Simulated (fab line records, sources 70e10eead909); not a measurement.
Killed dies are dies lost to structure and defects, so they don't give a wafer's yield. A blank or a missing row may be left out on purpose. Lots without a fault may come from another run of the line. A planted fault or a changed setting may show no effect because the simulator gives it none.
fab line records | flow nand_harc
record lots=24 wafers=72 last_day=25
route steps=1159 shown A_ONON_D1@431 A_CHANNEL_HOLE_D1@471 A_CHANNEL_FILL_D1@492
lots that met no fault: from a run of the same line without faults
start_h: hours from the record's first day to the start of the lot's first wafer shown | wait_h: hours since the lot's step before | " the same as in the row above | L1.1+2: a row that stands for several wafers | - no value, or no start given | * or withheld: withheld | < > ~ a bound
route shown NAME@n: a module of which the file shows steps, and the number in the route of the first | usual: mean/standard deviation of fault-free wafers | same: alike in all rows | chamber/n: place in a boat | sites: the reading at each site | _std_site: their standard deviation | _edge_site: outer sites' mean less inner sites' | radius_mm: how far each site lies from the wafer's centre | mask NAME#n: copy n | behind: the tool/chamber that last shaped the wafer | hold: why the lot was held/for how many hours/how that ended | device: the transistor (n, p or np) that didn't switch | end of line: the same wafers' tests at the end of the route | a step without rows: its recipe alone | killed: dies lost to structure and defects at the first sort, not the wafer's yield | map: a wafer's dies, x killed, . not, _ none there
set.NAME: the setting as run; set.NAME@STEP: as run at that earlier step | model.NAME: the simulator's own value behind a step, which no gauge read
steps of the route over a sample of lots; a table a step, a row a wafer
services: from which hour (start_h, from the record's first day; less than 0 if before it) a tool's chamber was out of use, for how many hours, and why
## steps
# step NHARC_A_ONON_D1_THK_MEAS_11
# recipe thk_meas_gauge=ellipsometry
# usual thk_nm=1001/9.9
# columns lot.wafer tool chamber start_h wait_h thk_nm
L075.1 film_metro-02 - 171.63 - 1009
L075.3 " - " " 1010
L075.6 " - " " 1010
L078.2 film_metro-01 - 171.69 - 1023
L078.3 " - " " 1023
L078.5 " - " " 1024
L074.1 film_metro-02 - 171.77 - 1010
L074.2 " - " " 1010
L074.5 " - " " 1012
L077.2 film_metro-01 - 171.99 - 1007
L077.3 " - " " 1005
L077.5 " - " " 1005
L076.2 film_metro-01 - 182.33 - 1012
L076.3 " - " " 1012
L076.5 " - " " 1011
L079.3 film_metro-01 - 187.55 - 992
L079.4 " - " " 989
L079.5 " - " " 993
L080.1 film_metro-02 - 194.17 - 1002
L080.4 " - " " 1005
L080.6 " - " " 1006
L081.1 film_metro-01 - 200.08 - 1006
L081.5 " - " " 1006
L081.6 " - " " 1006
L082.2 film_metro-02 - 209.11 - 1004
L082.4 " - " " 1005
L082.6 " - " " 1006
L083.1 film_metro-02 - 215.48 - 993
L083.3 " - " " 992
L083.4 " - " " 993
L084.1 film_metro-02 - 215.50 - 1011
L084.2 " - " " 1013
L084.3 " - " " 1015
L085.1 film_metro-02 - 229.01 - 1005
L085.3 " - " " 1005
L085.6 " - " " 1005
L086.3 film_metro-02 - 239.09 - 993
L086.4 " - " " 993
L086.6 " - " " 994
L088.1 film_metro-02 - 239.20 - 987
L088.3 " - " " 985
L088.5 " - " " 983
L087.4 film_metro-01 - 239.41 - 989
L087.5 " - " " 990
L087.6 " - " " 991
L089.2 film_metro-01 - 255.52 - 993
L089.4 " - " " 996
L089.6 " - " " 995
L090.1 film_metro-01 - 255.57 - 992
L090.3 " - " " 993
L090.4 " - " " 993
L091.2 film_metro-02 - 255.61 - 998
L091.3 " - " " 998
L091.4 " - " " 997
L094.1 film_metro-01 - 272.22 - 997
L094.2 " - " " 997
L094.3 " - " " 997
L093.2 film_metro-02 - 272.24 - 1009
L093.4 " - " " 1010
L093.5 " - " " 1010
L092.3 film_metro-01 - 272.28 - 1002
L092.4 " - " " 1002
L092.5 " - " " 1003
L095.3 film_metro-01 - 282.08 - 1004
L095.4 " - " " 1004
L095.5 " - " " 1004
L096.3 film_metro-02 - 282.18 - 992
L096.4 " - " " 991
L096.6 " - " " 991
L097.3 film_metro-02 - 303.77 - 983
L097.5 " - " " 983
L097.6 " - " " 982
# step NHARC_A_ONON_D1_THK_MEAS_34
# recipe thk_meas_gauge=ellipsometry
# usual thk_nm=200.5/2.7
# columns lot.wafer tool chamber start_h wait_h thk_nm
L075.1 film_metro-02 - 184.63 - 197.2
L075.3 " - " " 196.9
L075.6 " - " " 199.1
L074.1 film_metro-02 - 184.87 - 194.6
L074.2 " - " " 203.1
L074.5 " - " " 198.9
L078.2 film_metro-02 - 184.91 - 197.6
L078.3 " - " " 197.1
L078.5 " - " " 202.1
L077.2 film_metro-02 - 184.99 - 201.1
L077.3 " - " " 200.3
L077.5 " - " " 205.3
L076.2 film_metro-01 - 196.25 - 194.9
L076.3 " - " " 199.8
L076.5 " - " " 199.7
L079.3 film_metro-01 - 196.37 - 203.0
L079.4 " - " " 205.4
L079.5 " - " " 202.9
L080.1 film_metro-02 - 204.65 - 200.5
L080.4 " - " " 203.5
L080.6 " - " " 199.8
L081.1 film_metro-01 - 210.47 - 198.7
L081.5 " - " " 203.6
L081.6 " - " " 199.3
L082.2 film_metro-01 - 219.60 - 200.3
L082.4 " - " " 200.7
L082.6 " - " " 197.9
L084.1 film_metro-01 - 227.21 - 202.9
L084.2 " - " " 197.5
L084.3 " - " " 195.1
L083.1 film_metro-01 - 227.21 - 199.9
L083.3 " - " " 196.2
L083.4 " - " " 204.4
L085.1 film_metro-02 - 240.66 - 196.6
L085.3 " - " " 199.0
L085.6 " - " " 201.7
L086.3 film_metro-02 - 250.42 - 199.7
L086.4 " - " " 200.0
L086.6 " - " " 204.2
L087.4 film_metro-01 - 250.44 - 202.8
L087.5 " - " " 206.4
L087.6 " - " " 204.7
L088.1 film_metro-02 - 250.69 - 201.8
L088.3 " - " " 198.6
L088.5 " - " " 203.3
L089.2 film_metro-01 - 266.00 - 196.3
L089.4 " - " " 198.8
L089.6 " - " " 198.7
L090.1 film_metro-02 - 266.02 - 201.3
L090.3 " - " " 199.2
L090.4 " - " " 202.8
L091.2 film_metro-01 - 266.23 0.5 199.0
L091.3 " - " " 204.8
L091.4 " - " " 204.2
L094.1 film_metro-01 - 282.87 - 197.4
L094.2 " - " " 199.2
L094.3 " - " " 199.0
L092.3 film_metro-02 - 283.38 - 198.8
L092.4 " - " " 201.9
L092.5 " - " " 202.7
L093.2 film_metro-02 - 283.45 0.5 199.7
L093.4 " - " " 203.0
L093.5 " - " " 200.9
L096.3 film_metro-01 - 292.49 - 198.6
L096.4 " - " " 200.7
L096.6 " - " " 200.9
L095.3 film_metro-01 - 292.71 - 199.7
L095.4 " - " " 203.5
L095.5 " - " " 203.6
L097.3 film_metro-02 - 316.57 - 196.0
L097.5 " - " " 203.6
L097.6 " - " " 202.2
# step NHARC_A_CHANNEL_HOLE_D1_ETCH_19
# recipe bias_v=1200 source_w=2500 pressure_mtorr=15 time_s=34.5 ar_flow_sccm=375 c4f8_flow_sccm=28.8 o2_flow_sccm=96.2 temp_c=-20 target_depth_a=* chemistry=C4F8/O2/Ar
# usual drypump_motor_current_A=5.89/0.24 esc_clamp_current_uA=0.0212/0.00063 he_backside_leak_sccm=6.1/0.64 showerhead_plenum_p_Torr=3.70/0.062 throttle_valve_pct=37.037/0.0085
# columns lot.wafer tool chamber start_h wait_h drypump_motor_current_A esc_clamp_current_uA he_backside_leak_sccm rf_hours_counter_h showerhead_plenum_p_Torr throttle_valve_pct
L075.1 har_etch-01 1 190.37 0.1 5.90 0.0209 5.6 186 3.77 37.041
L075.3 " 1 " " 5.94 0.0209 5.7 - 3.77 37.028
L075.6 " 0 " " 5.72 0.0217 6.3 - 3.76 37.041
L074.1 har_etch-02 0 190.54 0.1 6.30 0.0219 6.3 107 3.61 37.039
L074.2 " 1 " " 5.62 0.0203 4.6 107 3.70 37.038
L074.5 " 0 " " 6.31 0.0218 6.2 - 3.61 37.011
L078.2 har_etch-01 1 194.50 2.7 5.91 0.0209 5.6 190 3.77 37.044
L078.3 " 1 " " 5.92 0.0209 5.7 - 3.77 37.036
L078.5 " 1 " " 5.93 0.0209 5.8 - 3.77 37.034
L077.2 har_etch-02 1 194.75 2.4 5.65 0.0203 4.7 111 3.70 37.039
L077.3 " 0 " " 6.27 0.0219 6.4 - 3.61 37.037
L077.5 " 0 " " 6.28 0.0219 6.5 - 3.61 37.037
L076.2 har_etch-01 0 200.41 0.1 5.72 0.0217 6.9 195 3.75 37.034
L076.3 " 0 " " 5.70 0.0216 6.7 - 3.75 37.027
L076.5 " 0 " " 5.71 0.0217 6.6 - 3.75 37.044
L079.4 har_etch-02 1 200.82 0.1 5.66 0.0202 5.4 - 3.70 37.023
L079.3 " 0 " " 6.27 0.0219 6.3 - 3.61 37.039
L079.5 " 1 " " 5.65 0.0202 5.1 - 3.70 37.029
L080.1 har_etch-01 0 208.82 0.1 5.71 0.0216 6.7 199 3.75 37.030
L080.4 " 1 " " 5.92 0.0209 5.9 - 3.76 37.047
L080.6 " 1 " " 5.91 0.0209 6.2 - 3.76 37.036
L081.1 har_etch-01 1 215.37 0.1 5.89 0.0209 6.2 205 3.76 37.030
L081.5 " 0 " " 5.71 0.0216 7.0 - 3.75 37.015
L081.6 " 1 " " 5.90 0.0210 5.6 - 3.76 37.041
L082.2 har_etch-02 0 223.67 0.1 6.29 0.0219 6.7 124 3.60 37.025
L082.4 " 0 " " 6.29 0.0219 6.5 - 3.60 37.047
L082.6 " 1 " " 5.64 0.0202 5.3 - 3.70 37.056
L083.1 har_etch-01 1 231.41 0.1 5.94 0.0209 5.5 209 3.76 37.032
L083.3 " 0 " " 5.73 0.0216 6.6 - 3.74 37.044
L083.4 " 1 " " 5.97 0.0209 5.7 - 3.76 37.037
L084.2 har_etch-02 0 232.61 0.1 6.29 0.0219 6.6 127 3.60 37.038
L084.1 " 1 " " 5.64 0.0202 4.8 127 3.69 37.042
L084.3 " 0 " " 6.27 0.0219 6.4 - 3.60 37.049
L085.1 har_etch-02 1 246.53 0.1 5.64 0.0203 5.1 134 3.69 37.034
L085.3 " 1 " " 5.65 0.0202 5.3 - 3.69 37.045
L085.6 " 1 " " 5.64 0.0203 5.0 - 3.69 37.045
L087.4 har_etch-01 0 254.86 0.1 5.69 0.0217 6.4 - 3.74 37.037
L087.5 " 0 " " 5.70 0.0216 6.4 - 3.74 37.051
L087.6 " 1 " " 5.93 0.0209 5.7 - 3.75 37.060
L086.3 har_etch-02 1 254.92 0.1 5.68 0.0202 5.3 - 3.69 37.037
L086.4 " 0 " " 6.30 0.0219 6.6 - 3.59 37.045
L086.6 " 0 " " 6.32 0.0219 6.6 - 3.59 37.031
L088.1 har_etch-01 0 258.99 3.3 5.70 0.0217 6.3 221 3.74 37.032
L088.3 " 1 " " 5.93 0.0210 6.3 - 3.75 37.023
L088.5 " 0 " " 5.69 0.0217 6.7 - 3.74 37.042
L089.2 har_etch-01 1 270.52 0.1 5.93 0.0209 6.0 226 3.75 37.041
L089.4 " 0 " " 5.72 0.0217 6.8 - 3.73 37.034
L089.6 " 1 " " 5.92 0.0209 6.1 - 3.75 37.049
L090.1 har_etch-02 0 270.60 0.1 6.26 0.0219 6.4 147 3.59 37.045
L090.4 " 0 " " 6.26 0.0220 6.4 - 3.59 37.044
L090.3 " 1 " " 5.67 0.0202 5.4 - 3.68 37.044
L091.2 har_etch-01 1 274.66 3.1 5.96 0.0209 5.7 230 3.74 37.039
L091.4 " 1 " " 5.95 0.0209 6.1 - 3.74 37.025
L091.3 " 0 " " 5.69 0.0217 7.3 - 3.73 37.043
L094.2 har_etch-01 0 287.00 0.1 5.73 0.0217 6.7 234 3.73 37.028
L094.1 " 1 " " 5.95 0.0209 6.1 234 3.74 37.026
L094.3 " 0 " " 5.71 0.0216 6.3 - 3.73 37.047
L092.3 har_etch-02 0 287.99 0.1 6.28 0.0219 6.6 - 3.59 37.033
L092.4 " 1 " " 5.64 0.0203 5.1 - 3.68 37.030
L092.5 " 0 " " 6.31 0.0220 6.7 - 3.59 37.045
L093.2 har_etch-01 1 291.17 2.3 5.95 0.0209 5.9 238 3.74 37.031
L093.4 " 1 " " 5.94 0.0210 6.2 - 3.74 37.030
L093.5 " 1 " " 5.93 0.0209 5.9 - 3.74 37.034
L096.3 har_etch-02 1 296.59 0.1 5.66 0.0203 5.3 - 3.67 37.030
L096.4 " 0 " " 6.29 0.0219 6.7 - 3.58 37.043
L096.6 " 0 " " 6.26 0.0220 6.7 - 3.58 37.043
L095.4 har_etch-01 0 297.14 0.1 5.71 0.0217 6.9 - 3.73 37.034
L095.3 " 1 " " 5.95 0.0209 5.9 - 3.74 37.031
L095.5 " 0 " " 5.69 0.0217 6.7 - 3.73 37.020
L097.3 har_etch-02 1 321.39 0.1 5.62 0.0202 5.2 - 3.67 37.029
L097.6 " 1 " " 5.63 0.0203 4.9 - 3.67 37.029
L097.5 " 0 " " 6.31 0.0220 6.6 - 3.58 37.026
# step NHARC_A_CHANNEL_FILL_D1_ALD_02
# recipe target_thk_a=60 pulse_time_s=10 ald_cycles=60 temp_c=300 material=SiO2
# usual heater_power_w=481/38 precursor_pulse_height_rel=0.997/0.021 susceptor_temp_C=300.01/0.2
# columns lot.wafer tool chamber start_h wait_h heater_power_w precursor_pulse_height_rel susceptor_temp_C
L075.1 ald_hk-04 2 196.97 - 458 1.013 299.85
L075.3 " 3 " " 492 1.010 300.15
L075.6 " 1 " " 535 1.012 300.23
L074.1 ald_hk-02 1 197.37 - 473 1.006 299.98
L074.2 " 2 " " 495 0.987 300.01
L074.5 " 1 " " 465 1.004 299.93
L078.2 ald_hk-04 2 200.55 - 442 1.026 300.27
L078.3 " 3 " " 471 1.012 299.59
L078.5 " 1 " " 513 0.989 299.70
L077.3 ald_hk-02 0 200.95 - 522 1.002 299.85
L077.2 " 1 " " 467 0.978 299.93
L077.5 " 2 " " 513 1.002 300.00
L076.2 ald_hk-03 3 206.67 - 542 1.012 299.92
L076.3 " 0 " " 461 0.954 299.88
L076.5 " 1 " " 524 1.025 300.25
L079.4 ald_hk-03 2 206.96 - 446 0.999 -
L079.3 " 1 " " 501 0.982 -
L079.5 " 3 " " 544 1.014 -
L080.4 ald_hk-04 2 214.71 - 454 0.968 299.72
L080.1 " 3 " " 480 1.019 300.04
L080.6 " 3 " " 464 0.997 300.09
L081.1 ald_hk-03 2 221.33 - 435 1.045 300.28
L081.6 " 1 " " 519 1.008 299.87
L081.5 " 2 " " 434 1.005 299.90
L082.4 ald_hk-03 3 229.61 - 528 0.993 299.79
L082.2 " 1 " " 516 0.997 299.83
L082.6 " 2 " " 440 0.975 300.05
L083.3 ald_hk-03 3 240.35 - 529 1.010 299.61
L083.1 " 1 " " 514 1.001 300.00
L083.4 " 2 " " 441 1.025 300.03
L084.3 ald_hk-03 3 240.78 - 538 0.994 -
L084.1 " 0 " " 449 1.004 -
L084.2 " 2 " " 434 0.979 -
L085.1 ald_hk-04 3 252.50 - 486 0.999 300.16
L085.3 " 0 " " 486 0.986 299.89
L085.6 " 3 " " 468 0.999 300.15
L086.3 ald_hk-04 3 260.78 - 483 0.995 299.86
L086.4 " 2 " " 453 0.974 299.94
L086.6 " 3 " " 473 1.022 300.03
L087.4 ald_hk-03 1 260.78 0.1 533 0.950 300.10
L087.5 " 1 " " 522 1.002 299.98
L087.6 " 2 " " 429 0.981 300.26
L088.1 ald_hk-03 3 264.90 - 539 0.990 299.69
L088.3 " 2 " " 435 1.014 299.71
L088.5 " 0 " " 445 1.012 299.97
L089.4 ald_hk-03 3 276.47 - 536 1.005 299.89
L089.2 " 0 " " 444 1.016 300.26
L089.6 " 2 " " 430 0.973 300.01
L090.1 ald_hk-04 2 276.51 - 464 0.992 300.08
L090.3 " 0 " " 476 1.008 299.91
L090.4 " 1 " " 529 0.973 299.90
L091.4 ald_hk-03 0 280.73 - 452 1.029 299.65
L091.3 " 2 " " 434 1.011 300.09
L091.2 " 3 " " 539 1.020 300.06
L094.3 ald_hk-03 0 293.03 - 441 1.059 300.15
L094.1 " 1 " " 511 1.013 300.12
L094.2 " 2 " " 440 1.005 300.16
L092.3 ald_hk-02 2 293.87 - 479 1.018 299.53
L092.4 " 3 " " 422 0.967 300.18
L092.5 " 3 " " 424 0.955 299.97
L093.4 ald_hk-02 1 297.34 - 478 1.002 299.83
L093.2 " 2 " " 450 0.970 300.17
L093.5 " 3 " " 419 1.005 299.75
L096.3 ald_hk-04 2 302.47 - 439 0.972 300.00
L096.4 " 0 " " 487 0.998 300.12
L096.6 " 3 " " 492 1.024 300.39
L095.3 ald_hk-04 1 303.48 - 533 0.977 300.13
L095.4 " 3 " " 480 0.981 299.96
L095.5 " 1 " " 518 0.979 299.92
L097.3 ald_hk-02 0 327.29 - 501 0.971 300.18
L097.6 " 3 " " 420 0.989 300.17
L097.5 " 0 " " 515 0.960 300.15
# step NHARC_A_CHANNEL_FILL_D1_ALD_03
# recipe target_thk_a=60 pulse_time_s=60 ald_cycles=58 temp_c=630 pressure_torr=2 material=SiNx
# usual precursor_pulse_height_rel=0.999/0.019 susceptor_temp_C=630.01/0.28
# columns lot.wafer tool chamber start_h wait_h precursor_pulse_height_rel susceptor_temp_C
L074.1 ald_sin_batch-01 0 - - 1.020 630.09
L074.2 " 0 " " 0.987 630.36
L074.5 " 0 " " 0.960 630.29
L075.1 ald_sin_batch-01 0 - - 1.003 629.92
L075.3 " 0 " " 0.963 629.68
L075.6 " 0 " " 0.987 629.44
L077.2 ald_sin_batch-03 0 - - 1.000 629.93
L077.3 " 0 " " 0.999 629.54
L077.5 " 0 " " 0.982 629.81
L078.2 ald_sin_batch-03 0 - - 1.018 629.88
L078.3 " 0 " " 1.014 630.31
L078.5 " 0 " " 1.020 630.41
L076.2 ald_sin_batch-02 0 - - 1.008 629.72
L076.3 " 0 " " 0.993 630.04
L076.5 " 0 " " 0.976 630.32
L079.3 ald_sin_batch-02 0 - - 1.038 630.22
L079.4 " 0 " " 0.995 629.97
L079.5 " 0 " " 0.972 630.19
L080.1 ald_sin_batch-02 0 - - 1.028 -
L080.4 " 0 " " 0.975 -
L080.6 " 0 " " 0.979 -
L081.1 ald_sin_batch-01 0 - - 0.994 630.31
L081.5 " 0 " " 0.996 630.12
L081.6 " 0 " " 1.004 630.49
L082.2 ald_sin_batch-03 0 - - 1.015 630.16
L082.4 " 0 " " 0.997 630.06
L082.6 " 0 " " 0.987 629.74
L083.1 ald_sin_batch-02 0 - - 0.991 630.10
L083.3 " 0 " " 1.015 630.25
L083.4 " 0 " " 0.995 629.71
L084.1 ald_sin_batch-02 0 - - 1.008 630.21
L084.2 " 0 " " 1.005 630.31
L084.3 " 0 " " 0.967 630.30
L085.1 ald_sin_batch-01 0 - - 1.027 629.83
L085.3 " 0 " " 1.014 629.75
L085.6 " 0 " " 0.998 629.86
L086.3 ald_sin_batch-03 0 - - 1.007 630.37
L086.4 " 0 " " 1.008 629.62
L086.6 " 0 " " 1.007 630.13
L087.4 ald_sin_batch-03 0 - - 1.006 630.57
L087.5 " 0 " " 1.010 630.00
L087.6 " 0 " " 0.986 630.16
L088.1 ald_sin_batch-01 0 - - 1.028 -
L088.3 " 0 " " 0.984 -
L088.5 " 0 " " 1.004 -
L089.2 ald_sin_batch-01 0 - - 1.032 630.54
L089.4 " 0 " " 1.023 630.38
L089.6 " 0 " " 0.976 629.97
L090.1 ald_sin_batch-01 0 - - 1.007 629.91
L090.3 " 0 " " 1.014 629.50
L090.4 " 0 " " 1.000 629.97
L091.2 ald_sin_batch-02 0 - - 0.991 630.12
L091.3 " 0 " " 0.984 629.89
L091.4 " 0 " " 0.981 630.25
L092.3 ald_sin_batch-02 0 - - 0.990 -
L092.4 " 0 " " 0.998 -
L092.5 " 0 " " 1.021 -
L094.1 ald_sin_batch-02 0 - - 1.023 -
L094.2 " 0 " " 1.010 -
L094.3 " 0 " " 1.010 -
L093.2 ald_sin_batch-01 0 - - 1.028 -
L093.4 " 0 " " 1.015 -
L093.5 " 0 " " 0.982 -
L095.3 ald_sin_batch-01 0 - - 0.975 -
L095.4 " 0 " " 0.992 -
L095.5 " 0 " " 0.978 -
L096.3 ald_sin_batch-01 0 - - 1.010 -
L096.4 " 0 " " 0.980 -
L096.6 " 0 " " 0.977 -
L097.3 ald_sin_batch-01 0 - - 0.986 629.47
L097.5 " 0 " " 1.007 629.62
L097.6 " 0 " " 0.959 629.88
# step NHARC_A_CHANNEL_FILL_D1_ETCHBACK_20
# recipe target_depth_a=270 time_s=13.5 c4f8_flow_sccm=withheld o2_flow_sccm=8 ar_flow_sccm=withheld rf_w=600 bias_w=1500 chemistry=C4F8/O2/Ar
# usual oes_product_au=0.97/0.035 rf_vpp_V=978/5.3
# columns lot.wafer tool chamber start_h wait_h oes_product_au rf_hours_counter_h rf_vpp_V
L075.3 rie_diel-06 3 221.74 - 0.93 5 972
L075.1 " 2 " " 0.93 5 982
L075.6 " 3 " " 0.94 - 973
L074.1 rie_diel-09 0 221.75 - 0.92 3 976
L074.2 " 1 " " 0.92 3 981
L074.5 " 0 " " 0.92 - 975
L077.2 rie_diel-09 0 224.38 - 0.91 3 975
L077.3 " 1 " " 0.91 3 983
L077.5 " 0 " " 0.90 - 974
L078.3 rie_diel-09 0 224.44 - 0.99 3 975
L078.2 " 3 " " 1.00 3 973
L078.5 " 0 " " 0.99 - 976
L079.3 rie_diel-08 0 230.80 - 0.93 14 980
L079.4 " 2 " " 0.93 16 969
L079.5 " 0 " " 0.93 - 978
L076.2 rie_diel-06 1 230.80 - 0.93 6 979
L076.3 " 2 " " 0.92 6 983
L076.5 " 1 " " 0.94 - 980
L080.4 rie_diel-08 1 238.87 - 0.92 18 985
L080.1 " 2 " " 0.94 18 969
L080.6 " 1 " " 0.93 - 984
L081.1 rie_diel-09 3 249.26 - 1.01 4 974
L081.5 " 1 " " 1.00 - 984
L081.6 " 2 " " 1.01 - 987
L082.4 rie_diel-06 3 257.45 - 1.01 0 973
L082.2 " 0 " " 1.02 0 977
L082.6 " 1 " " 1.02 - 979
L083.3 rie_diel-09 0 264.61 - 0.99 0 975
L083.1 " 2 " " 1.00 0 989
L083.4 " 2 " " 1.00 - 988
L084.1 rie_diel-06 0 264.61 - 1.00 0 977
L084.3 " 1 " " 0.99 0 978
L084.2 " 3 " " 0.99 0 973
L085.3 rie_diel-08 2 277.33 - 0.93 26 970
L085.1 " 3 " " 0.94 27 978
L085.6 " 1 " " 0.95 - 986
L086.3 rie_diel-06 2 284.68 - 1.01 1 982
L086.6 " 3 " " 1.01 - 971
L086.4 " 0 " " 1.01 - 976
L087.4 rie_diel-09 3 284.71 - 1.01 1 973
L087.6 " 0 " " 0.98 - 976
L087.5 " 1 " " 1.02 - 981
L088.3 rie_diel-09 0 290.01 - 0.92 1 974
L088.1 " 1 " " 0.93 1 984
L088.5 " 0 " " 0.92 - 978
L090.4 rie_diel-09 1 300.54 - 1.00 1 982
L090.3 " 2 " " 1.01 1 987
L090.1 " 3 " " 1.00 1 974
L089.4 rie_diel-08 0 300.57 - 0.92 28 978
L089.2 " 3 " " 0.93 30 979
L089.6 " 0 " " 0.92 - 976
L091.2 rie_diel-06 1 304.97 - 1.00 1 978
L091.3 " 2 " " 1.01 2 982
L091.4 " 3 " " 0.99 2 972
L094.3 rie_diel-08 2 318.89 - 1.00 3 969
L094.1 " 0 " " 1.01 2 977
L094.2 " 1 " " 1.01 3 985
L093.4 rie_diel-09 2 318.89 - 0.99 1 988
L093.2 " 3 " " 1.00 2 972
L093.5 " 2 " " 0.99 - 987
L092.3 rie_diel-06 0 318.90 - 0.99 2 977
L092.4 " 1 " " 1.00 2 978
L092.5 " 2 " " 1.00 - 983
L095.3 rie_diel-08 2 326.76 - 1.00 5 969
L095.4 " 1 " " 1.02 5 986
L095.5 " 3 " " 1.02 - 978
L096.3 rie_diel-06 2 326.77 - 1.00 2 982
L096.4 " 0 " " 0.98 2 975
L096.6 " 3 " " 0.96 - 973
L097.3 rie_diel-09 2 355.65 - 0.99 2 987
L097.5 " 3 " " 0.99 - 972
L097.6 " 0 " " 1.00 - 976
## services
# columns tool chamber start_h hours kind
rie_diel-09 2 171.03 30.0 repair
ald_hk-04 - 186.89 10.0 pm
rie_diel-09 3 201.08 7.2 repair
ald_hk-04 - 206.96 2.8 repair
rie_diel-08 0 221.21 8.3 repair
rie_diel-06 - 241.22 9.0 pm
rie_diel-09 2 251.54 5.7 repair
rie_diel-09 - 254.10 9.0 pm
rie_diel-06 1 277.21 8.5 repair
ald_hk-02 - 283.32 10.0 pm
rie_diel-08 - 301.82 9.0 pm
har_etch-01 - 305.00 17.0 pm
har_etch-01 0 305.00 17.0 vent_cycle
har_etch-01 1 305.00 17.0 vent_cycle
ald_sin_batch-03 - 314.00 26.0 pm
har_etch-01 0 322.00 - clean
har_etch-01 0 322.00 - consumable_replace:focus_ring
har_etch-01 1 322.00 - clean
har_etch-01 1 322.00 - consumable_replace:focus_ring
ald_hk-03 - 325.87 10.0 pm
ald_hk-03 0 325.87 10.0 vent_cycle
ald_hk-03 1 325.87 10.0 vent_cycle
ald_hk-03 2 325.87 10.0 vent_cycle
ald_sin_batch-01 - 350.99 1.3 repair
## key
fault none
